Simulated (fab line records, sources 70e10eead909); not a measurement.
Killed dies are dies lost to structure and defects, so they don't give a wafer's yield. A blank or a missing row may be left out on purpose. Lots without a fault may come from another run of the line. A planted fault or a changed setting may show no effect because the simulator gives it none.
A struck lot beside a sound one | flow nand_harc | 21 steps out of a route of 1302
Sound: wafers L600.2, L600.3, L600.4. Struck: wafers L590.1, L590.3, L590.4. The cause comes at the end.
At each step with rows: each side's tool, then ch and its chambers, then its first start. Under that, the readings that differ: sound wafers | struck wafers | difference of the means | sigmas: that difference in standard deviations of wafers without a fault.
alike: readings whose means differ by less than 2 such deviations, and words and numbers that are the same on both sides. not compared: withheld readings, readings that some wafer has no value for, bounds like >300 that may hide the same value, and numbers for which the record gives no deviation and whose values overlap.
The two part at a step that has a row with sigmas, a row that says differs or no value, or rows on one side only. Numbers that don't overlap but have no deviation are shown without sigmas and don't part them. A reading that every wafer of one side lacks parts them only if that side has two wafers or more.

first, 10 steps without rows for these wafers: NHARC_A_BLC_CVD_24 (deposits W, target thk 150 nm, time 434 s); NHARC_A_BLC_CMP_25 (polishes, t overpolish 30 s, target thk 150 nm); NHARC_A_BLC_SRD_27; NHARC_A_M0_DEP_00 (deposits SiOC, target thk 150 nm); NHARC_A_M0_DEHYDRATE_01 (time 120 s); NHARC_A_M0_HMDS_02 (time 30 s); NHARC_A_M0_COAT_33 (time 65 s); NHARC_A_M0_COAT_03 (resist thk 90 nm); NHARC_A_M0_SOFTBAKE_04 (time 55 s); NHARC_A_M0_EBR_05.
NHARC_A_M0_EXPOSE_06: exposes mask A M0, target cd 80 nm.
  sound on arfi_scanner-03 ch 0, day 32 21:31; struck on arfi_scanner-01 ch 0, day 28 11:01
  reading              | sound             | struck            | difference | sigmas
  exposure_dose_mJ_cm2 | 83.27 83.26 83.18 | 86.76 86.77 86.69 | +3.50      | +39
  alike: mask
then, 2 steps without rows for these wafers: NHARC_A_M0_PEB_07 (peb time 65 s); NHARC_A_M0_DEVELOP_08 (develop time 35 s).
NHARC_A_M0_CD_MEAS_09: target cd 80 nm.
  sound on cd_sem-02 ch 0, day 32 21:40; struck on cd_sem-02 ch 0, day 28 11:10
  reading    | sound          | struck         | difference | sigmas
  cd_nm (nm) | 78.9 79.2 79.7 | 82.2 82.1 82.2 | +2.9       | +4
  not compared: hold
NHARC_A_M0_OVL_MEAS_10: pitch 160 nm.
  sound on overlay-02, day 32 21:45; struck on overlay-02, day 28 11:15
  alike: overlay_x_nm, overlay_y_nm
  not compared: hold
NHARC_A_M0_DESCUM_14: chemistry O2, time 3 s.
  sound on rie_diel-07 ch 0,2, day 32 21:50; struck on rie_diel-07 ch 0,1,2, day 28 11:21
  reading               | sound             | struck            | difference | sigmas
  model.A_M0.cd_nm (nm) | 79.13 78.25 78.96 | 81.72 81.98 83.47 | +3.61      |
  alike: drypump_motor_current_A, oes_product_au, rf_vpp_V, showerhead_plenum_p_Torr, throttle_valve_pct
  not compared: rf_hours_counter_h
then, 1 step without rows for these wafers: NHARC_A_M0_ETCH_34 (etches the open film in N2/H2, target depth 40 nm, overetch 12 nm, time 43.94 s).
NHARC_A_M0_ETCH_15: etches the open film in C4F8/Ar, target depth 150 nm, overetch 15 nm, time 82.5 s.
  sound on rie_diel-07 ch 0,2,3; struck on rie_diel-07 ch 0,2,3
  reading               | sound            | struck            | difference | sigmas
  model.A_M0.cd_nm (nm) | 79.3 77.95 79.16 | 81.78 82.06 83.54 | +3.66      |
  alike: oes_product_au, rf_fwd_power_W, rf_vpp_V
  not compared: rf_hours_counter_h
NHARC_A_M0_CD_MEAS_16:
  sound on cd_sem-02, day 32 22:11; struck on cd_sem-02, day 28 11:38
  reading    | sound          | struck         | difference | sigmas
  cd_nm (nm) | 79.5 78.2 79.1 | 81.5 82.0 83.3 | +3.3       | +4
  not compared: hold
NHARC_A_M0_STRIP_18: strips in N2/H2.
  sound on rie_diel-01 ch 0,1,3, day 32 22:17; struck on rie_diel-10 ch 0,1,3, day 28 11:44
  reading                | sound       | struck      | difference | sigmas
  rf_hours_counter_h (h) | 1.6 1.8 1.5 | 2.8 2.6 3.3 | +1.3       |
  alike: drypump_motor_current_A, oes_product_au, rf_fwd_power_W, rf_vpp_V, showerhead_plenum_p_Torr, throttle_valve_pct
  not compared: hold
NHARC_END_SORT_01:
  the record has rows for the struck wafers here (prober-02 ch 0, day 30 04:10) and none for the sound ones

WHERE THEY PART
First at NHARC_A_M0_EXPOSE_06; last, within this record, at NHARC_END_SORT_01.

WHY: what the simulator had put in
Process parameter drift: arfi_scanner-01, from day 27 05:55 on, at NHARC_A_M0_EXPOSE_06. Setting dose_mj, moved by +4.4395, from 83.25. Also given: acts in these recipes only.
